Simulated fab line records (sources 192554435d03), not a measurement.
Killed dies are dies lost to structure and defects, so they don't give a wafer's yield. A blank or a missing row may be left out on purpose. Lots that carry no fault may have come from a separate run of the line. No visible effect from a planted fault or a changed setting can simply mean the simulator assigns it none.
Matching of chambers    flow n5_finfet    N5_BEOL_M13_ETCH_59 on rie_diel-04 has 4 sister chambers
The step etches BARC in N2/H2, target depth 89 nm, overetch 26.7 nm, time 67.9 s. 20 wafers are shown with their chamber, then 10 later ones without.

## WAFERS WITH THEIR CHAMBER
wafer   chamber  drypump_motor_current_A (A)  throttle_valve_pct (%)  showerhead_plenum_p_Torr (Torr)
L074.1  0        5.8                          17.62                   2.50
L074.4  3        5.6                          18.16                   2.50
L074.6  1        6.2                          18.20                   2.40
L075.1  3        5.7                          18.16                   2.50
L075.2  0        5.8                          17.62                   2.50
L075.6  1        6.2                          18.23                   2.40
L080.2  0        5.8                          17.69                   2.48
L080.4  2        5.3                          18.21                   2.64
L080.5  1        6.3                          17.81                   2.71
L082.1  3        5.7                          17.70                   2.49
L082.3  1        6.3                          17.83                   2.71
L082.4  2        5.3                          18.22                   2.64
L087.1  2        5.3                          18.22                   2.64
L087.2  1        6.3                          17.84                   2.71
L087.3  0        5.8                          17.68                   2.48
L087.4  3        5.7                          17.72                   2.49
L087.5  0        5.8                          17.71                   2.48
L087.6  1        6.3                          17.84                   2.71
L076.3  2        5.3                          18.23                   2.64
L076.4  0        5.8                          17.72                   2.48

SIGNATURES (averages over the wafers above)
reading                   chamber 0  chamber 1  chamber 2  chamber 3  scatter within a chamber
drypump_motor_current_A   5.800      6.267      5.300      5.675      0.0361
throttle_valve_pct        17.6733    17.9583    18.2200    17.9350    0.16
showerhead_plenum_p_Torr  2.4867     2.6067     2.6400     2.4950     0.0897
Rule: for a wafer and a chamber, the distance is found by dividing, reading by reading, the gap between the wafer's reading and the chamber's mean by the reading's scatter, squaring, summing and taking the root. If the next closest chamber is less than 2 further off than the closest, the wafer can't be placed; otherwise it belongs to the closest. The scatter: the root of (the sum of the squares of (reading less its chamber's mean) over the shown wafers, divided by (wafers less chambers)).

## WAFERS MISSING THEIR CHAMBER
wafer   drypump_motor_current_A (A)  throttle_valve_pct (%)  showerhead_plenum_p_Torr (Torr)
L076.6  6.2                          17.82                   2.71
L095.1  5.6                          17.74                   2.48
L095.2  5.2                          18.26                   2.63
L095.3  5.8                          17.72                   2.47
L095.4  6.3                          17.85                   2.70
L095.5  5.7                          17.74                   2.49
L095.6  5.8                          17.74                   2.47
L097.1  6.3                          17.86                   2.70
L097.5  5.2                          18.26                   2.63
L097.6  5.6                          17.76                   2.48

## EACH ONE'S CHAMBER
wafer   from the rows above      in truth
L076.6  1                        1
L095.1  3                        3
L095.2  2                        2
L095.3  0                        0
L095.4  1                        1
L095.5  can't be placed: 3 or 0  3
L095.6  0                        0
L097.1  1                        1
L097.5  2                        2
L097.6  3                        3
Correct placement for 9 of the 10. Can't be placed from these rows: 1 (the true chamber is among the candidates in 1). Placed wrongly: 0.
